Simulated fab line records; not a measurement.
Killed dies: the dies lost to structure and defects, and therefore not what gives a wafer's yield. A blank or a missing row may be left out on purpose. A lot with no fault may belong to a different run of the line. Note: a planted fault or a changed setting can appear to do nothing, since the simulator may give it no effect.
Which tool did it?    flow n5_finfet    24 lots, 72 wafers sampled, at 6 steps of a route of 1938

== WHAT THE GAUGES SHOWED, per wafer ==
N5_BEOL_M12_RS_MEAS_54: measurement is done with a four-point probe.
lot   measured      on             M12_RS (ohm/sq)
L074  day 10 17:31  film_metro-01  0.0590 0.0599 0.0616
L075  day 10 18:04  film_metro-01  0.0597 0.0616 0.0599
L076  day 10 21:53  film_metro-01  0.0598 0.0610 0.0600
L077  day 11 15:48  film_metro-02  0.0585 0.0601 0.0608
L078  day 11 22:46  film_metro-02  0.0606 0.0594 0.0598
L079  day 12 06:38  film_metro-02  0.0595 0.0592 0.0578
L080  day 12 12:33  film_metro-01  0.0586 0.0602 0.0591
L081  day 12 21:01  film_metro-01  0.0596 0.0589 0.0592
L082  day 13 02:37  film_metro-02  0.0608 0.0593 0.0601
L083  day 13 06:50  film_metro-01  0.0593 0.0595 0.0594
L086  day 13 07:36  film_metro-01  0.0599 0.0602 0.0595
L084  day 13 12:25  film_metro-02  0.0587 0.0589 0.0581
L085  day 13 13:38  film_metro-01  0.0607 0.0590 0.0604
L087  day 14 02:25  film_metro-02  0.0597 0.0590 0.0599
L088  day 14 11:37  film_metro-02  0.0601 0.0598 0.0611
L089  day 14 11:45  film_metro-01  0.0595 0.0612 0.0597
L091  day 14 22:08  film_metro-01  0.0591 0.0585 0.0592
L092  day 15 00:54  film_metro-01  0.0589 0.0603 0.0587
L090  day 15 01:17  film_metro-01  0.0591 0.0587 0.0590
L094  day 16 00:01  film_metro-02  0.0590 0.0573 0.0594
L096  day 16 05:51  film_metro-01  0.0602 0.0607 0.0591
L097  day 16 06:49  film_metro-01  0.0602 0.0600 0.0589
L095  day 16 07:25  film_metro-01  0.0608 0.0598 0.0585
L093  day 16 08:11  film_metro-01  0.0575 0.0588 0.0598

N5_BEOL_M14_INSPECT_30: inspects for defects (macro).
lot   measured      on                 raw_defect_count
L074  day 11 00:48  defect_inspect-02  0 1 3
L075  day 11 01:25  defect_inspect-01  0 1 3
L076  day 11 05:50  defect_inspect-01  1 2 4
L077  day 11 23:20  defect_inspect-01  0 1 3
L078  day 12 05:58  defect_inspect-02  3 1 4
L079  day 12 14:15  defect_inspect-01  4 3 2
L080  day 12 19:47  defect_inspect-01  5 2 2
L081  day 13 04:31  defect_inspect-01  3 2 1
L082  day 13 10:05  defect_inspect-01  0 1 4
L083  day 13 14:31  defect_inspect-02  2 2 3
L086  day 13 15:27  defect_inspect-02  2 3 4
L084  day 13 21:00  defect_inspect-01  4 0 2
L085  day 13 21:37  defect_inspect-01  5 0 3
L087  day 14 08:38  defect_inspect-02  2 1 4
L088  day 14 20:35  defect_inspect-01  3 3 1
L089  day 14 20:44  defect_inspect-01  1 3 0
L091  day 15 03:55  defect_inspect-01  2 1 2
L092  day 15 07:02  defect_inspect-01  1 2 1
L090  day 15 12:22  defect_inspect-01  2 1 1
L094  day 16 06:02  defect_inspect-01  2 4 1
L096  day 16 12:44  defect_inspect-01  1 2 1
L097  day 16 14:08  defect_inspect-01  1 3 3
L095  day 16 15:36  defect_inspect-01  2 0 2
L093  day 16 15:18  defect_inspect-02  1 3 1

== WHAT TOOL EACH LOT RAN ON (gives the tool, then ch and the chambers of the sampled wafers, and finally the start) ==
lot   N5_BEOL_M12_SPUTTER_45        N5_BEOL_M12_CMP_49             N5_BEOL_M13_PRE_CLEAN_42      N5_BEOL_M13_SPUTTER_45
L074  pvd_sputter-02, day 10 16:15  cmp-04 ch 1,2, day 10 17:05    pvd_sputter-03, day 10 20:20  pvd_sputter-03, day 10 20:32
L075  pvd_sputter-01, day 10 17:04  cmp-04 ch 0,3, day 10 17:41    pvd_sputter-03, day 10 21:48  pvd_sputter-03, day 10 22:00
L076  pvd_sputter-01, day 10 20:31  cmp-01 ch 1,3, day 10 21:30    pvd_sputter-01, day 11 02:26  pvd_sputter-01, day 11 02:38
L077  pvd_sputter-02, day 11 14:45  cmp-01 ch 1,2, day 11 15:23    pvd_sputter-01, day 11 20:29  pvd_sputter-01, day 11 20:41
L078  pvd_sputter-01, day 11 21:47  cmp-02 ch 1,2,3, day 11 22:26  pvd_sputter-01, day 12 03:07  pvd_sputter-01, day 12 03:19
L079  pvd_sputter-02, day 12 05:40  cmp-02 ch 0,1,2, day 12 06:20  pvd_sputter-03, day 12 11:15  pvd_sputter-03, day 12 11:27
L080  pvd_sputter-02, day 12 11:29  cmp-02 ch 0,1,2, day 12 12:08  pvd_sputter-03, day 12 16:52  pvd_sputter-03, day 12 17:04
L081  pvd_sputter-03, day 12 20:02  cmp-02 ch 1,2,3, day 12 20:40  pvd_sputter-02, day 13 01:13  pvd_sputter-02, day 13 01:25
L082  pvd_sputter-02, day 13 01:06  cmp-01 ch 0,1,3, day 13 02:14  pvd_sputter-03, day 13 07:18  pvd_sputter-03, day 13 07:30
L083  pvd_sputter-03, day 13 05:52  cmp-02 ch 0,2,3, day 13 06:25  pvd_sputter-03, day 13 11:42  pvd_sputter-03, day 13 11:54
L086  pvd_sputter-03, day 13 06:37  cmp-01 ch 0,1,3, day 13 07:13  pvd_sputter-03, day 13 12:01  pvd_sputter-03, day 13 12:13
L084  pvd_sputter-03, day 13 11:26  cmp-02 ch 0,1,2, day 13 11:59  pvd_sputter-01, day 13 18:09  pvd_sputter-01, day 13 18:21
L085  pvd_sputter-03, day 13 12:32  cmp-01 ch 0,1,3, day 13 13:13  pvd_sputter-01, day 13 18:50  pvd_sputter-01, day 13 19:02
L087  pvd_sputter-02, day 14 00:47  cmp-02 ch 1,2,3, day 14 02:05  pvd_sputter-03, day 14 05:31  pvd_sputter-03, day 14 05:43
L088  pvd_sputter-01, day 14 10:38  cmp-02 ch 0,1,3, day 14 11:14  pvd_sputter-03, day 14 17:40  pvd_sputter-03, day 14 17:52
L089  pvd_sputter-02, day 14 10:46  cmp-01 ch 1,2, day 14 11:20    pvd_sputter-03, day 14 18:02  pvd_sputter-03, day 14 18:14
L091  pvd_sputter-03, day 14 21:09  cmp-01 ch 2,3, day 14 21:43    pvd_sputter-03, day 15 01:00  pvd_sputter-03, day 15 01:12
L092  pvd_sputter-03, day 14 23:43  cmp-01 ch 0,2, day 15 00:31    pvd_sputter-01, day 15 03:52  pvd_sputter-01, day 15 04:04
L090  pvd_sputter-03, day 15 00:12  cmp-02 ch 0,1, day 15 00:55    pvd_sputter-01, day 15 09:32  pvd_sputter-01, day 15 09:44
L094  pvd_sputter-03, day 15 23:02  cmp-02 ch 0,3, day 15 23:35    pvd_sputter-02, day 16 02:55  pvd_sputter-02, day 16 03:07
L096  pvd_sputter-01, day 16 04:03  cmp-01 ch 1,3, day 16 05:27    pvd_sputter-01, day 16 09:25  pvd_sputter-01, day 16 09:37
L097  pvd_sputter-02, day 16 05:32  cmp-02 ch 0,1,3, day 16 06:24  pvd_sputter-03, day 16 11:20  pvd_sputter-03, day 16 11:32
L095  pvd_sputter-03, day 16 06:25  cmp-02 ch 0,1,3, day 16 06:59  pvd_sputter-03, day 16 11:44  pvd_sputter-03, day 16 11:56
L093  pvd_sputter-01, day 16 07:13  cmp-01 ch 2,3, day 16 07:49    pvd_sputter-01, day 16 11:58  pvd_sputter-01, day 16 12:10
- N5_BEOL_M12_SPUTTER_45: material Cu, target thk 80 nm, time 13.33 s.
- N5_BEOL_M12_CMP_49: polishes, stops on SiOC, t overpolish 20.6 s, target thk 320 nm.
- N5_BEOL_M13_PRE_CLEAN_42: time 30 s.
- N5_BEOL_M13_SPUTTER_45: material Cu, target thk 80 nm, time 13.33 s.

== AS READ BY THE TOOLS THEMSELVES (means over the sampled wafers that have a number; for cases with no such wafer, the mark the record gives instead) ==
N5_BEOL_M12_SPUTTER_45.
lot   tool            throttle_valve_pct (%)
L074  pvd_sputter-02  30.3
L075  pvd_sputter-01  29.7
L076  pvd_sputter-01  30.3
L077  pvd_sputter-02  29.7
L078  pvd_sputter-01  30.2
L079  pvd_sputter-02  30.4
L080  pvd_sputter-02  30.2
L081  pvd_sputter-03  29.6
L082  pvd_sputter-02  30.1
L083  pvd_sputter-03  29.9
L086  pvd_sputter-03  29.9
L084  pvd_sputter-03  29.9
L085  pvd_sputter-03  30.1
L087  pvd_sputter-02  30.4
L088  pvd_sputter-01  30.6
L089  pvd_sputter-02  30.4
L091  pvd_sputter-03  30.4
L092  pvd_sputter-03  30.2
L090  pvd_sputter-03  30.1
L094  pvd_sputter-03  30.1
L096  pvd_sputter-01  30.3
L097  pvd_sputter-02  29.7
L095  pvd_sputter-03  30.1
L093  pvd_sputter-01  29.8

N5_BEOL_M12_CMP_49.
lot   tool    barrier_field_endpoint_s (s)  motor_current_A (A)  overpolish_run_s (s)  slurry_filter_dp_kPa (kPa)  slurry_flow_ml_min
L074  cmp-04  31.0                          6.4                  20.593                13.40                       150.3
L075  cmp-04  29.7                          6.0                  20.595                13.43                       149.7
L076  cmp-01  30.7                          6.0                  20.597                13.50                       150.1
L077  cmp-01  30.3                          6.0                  20.592                13.51                       149.3
L078  cmp-02  30.5                          6.8                  20.602                13.39                       149.8
L079  cmp-02  30.6                          6.5                  20.596                13.55                       150.4
L080  cmp-02  30.7                          6.6                  20.611                13.41                       150.2
L081  cmp-02  30.4                          6.8                  20.599                13.55                       149.6
L082  cmp-01  30.2                          6.2                  20.599                13.47                       150.1
L083  cmp-02  30.0                          6.9                  20.597                13.66                       150.0
L086  cmp-01  29.9                          6.2                  20.595                13.54                       149.9
L084  cmp-02  31.2                          6.4                  20.601                13.62                       150.1
L085  cmp-01  30.4                          6.0                  20.611                13.39                       149.7
L087  cmp-02  30.7                          6.8                  20.604                13.52                       149.9
L088  cmp-02  30.1                          6.9                  20.599                13.52                       149.7
L089  cmp-01  30.6                          6.1                  20.608                13.45                       150.5
L091  cmp-01  29.7                          5.7                  20.603                13.44                       150.2
L092  cmp-01  29.7                          5.6                  20.607                13.56                       149.8
L090  cmp-02  30.9                          6.5                  20.599                13.60                       149.8
L094  cmp-02  30.4                          7.5                  20.608                13.59                       150.0
L096  cmp-01  29.9                          6.1                  20.605                13.62                       150.3
L097  cmp-02  29.7                          7.0                  20.602                13.61                       149.7
L095  cmp-02  30.4                          7.1                  20.598                13.52                       150.2
L093  cmp-01  30.4                          5.6                  20.606                13.43                       149.6

N5_BEOL_M13_PRE_CLEAN_42.
lot   tool            heater_power_w (W)
L074  pvd_sputter-03  328
L075  pvd_sputter-03  338
L076  pvd_sputter-01  372
L077  pvd_sputter-01  364
L078  pvd_sputter-01  372
L079  pvd_sputter-03  316
L080  pvd_sputter-03  321
L081  pvd_sputter-02  331
L082  pvd_sputter-03  346
L083  pvd_sputter-03  311
L086  pvd_sputter-03  319
L084  pvd_sputter-01  352
L085  pvd_sputter-01  355
L087  pvd_sputter-03  311
L088  pvd_sputter-03  328
L089  pvd_sputter-03  303
L091  pvd_sputter-03  322
L092  pvd_sputter-01  383
L090  pvd_sputter-01  364
L094  pvd_sputter-02  367
L096  pvd_sputter-01  351
L097  pvd_sputter-03  301
L095  pvd_sputter-03  323
L093  pvd_sputter-01  384

N5_BEOL_M13_SPUTTER_45.
lot   tool            throttle_valve_pct (%)
L074  pvd_sputter-03  29.8
L075  pvd_sputter-03  29.9
L076  pvd_sputter-01  29.9
L077  pvd_sputter-01  29.9
L078  pvd_sputter-01  29.8
L079  pvd_sputter-03  29.9
L080  pvd_sputter-03  30.1
L081  pvd_sputter-02  29.8
L082  pvd_sputter-03  29.7
L083  pvd_sputter-03  30.2
L086  pvd_sputter-03  30.0
L084  pvd_sputter-01  30.1
L085  pvd_sputter-01  30.2
L087  pvd_sputter-03  30.2
L088  pvd_sputter-03  29.8
L089  pvd_sputter-03  30.2
L091  pvd_sputter-03  29.9
L092  pvd_sputter-01  29.8
L090  pvd_sputter-01  29.8
L094  pvd_sputter-02  30.0
L096  pvd_sputter-01  30.0
L097  pvd_sputter-03  30.5
L095  pvd_sputter-03  30.3
L093  pvd_sputter-01  29.7

== THE ANSWER, worked out from the rows above alone ==
Rule: what is usual is taken from the lots themselves. Put in order of their means at a reading, lots are off if they are a third of the lots or fewer, leave a main group of 4 or more, and stand apart from it by a gap of 3 or more times the standard deviation of the main group's means; of several such gaps the widest counts. A main group is skipped when, at the precision printed for the reading in the tables above, its means are all equal. Also off: a lot with no number at a reading for which 4 or more lots have one. Any other lot the step has rows for is counted as sound. The gauges are gone through in route order, then the tools' own readings, and for those a lot's mean is taken as printed above. The first step at which some lot is off is used, and at that step the reading that is off furthest; a lot without a number counts as furthest.
Nothing can be told from this: no lot is off at any reading shown.

== WHAT WAS PUT IN BY THE SIMULATOR ==
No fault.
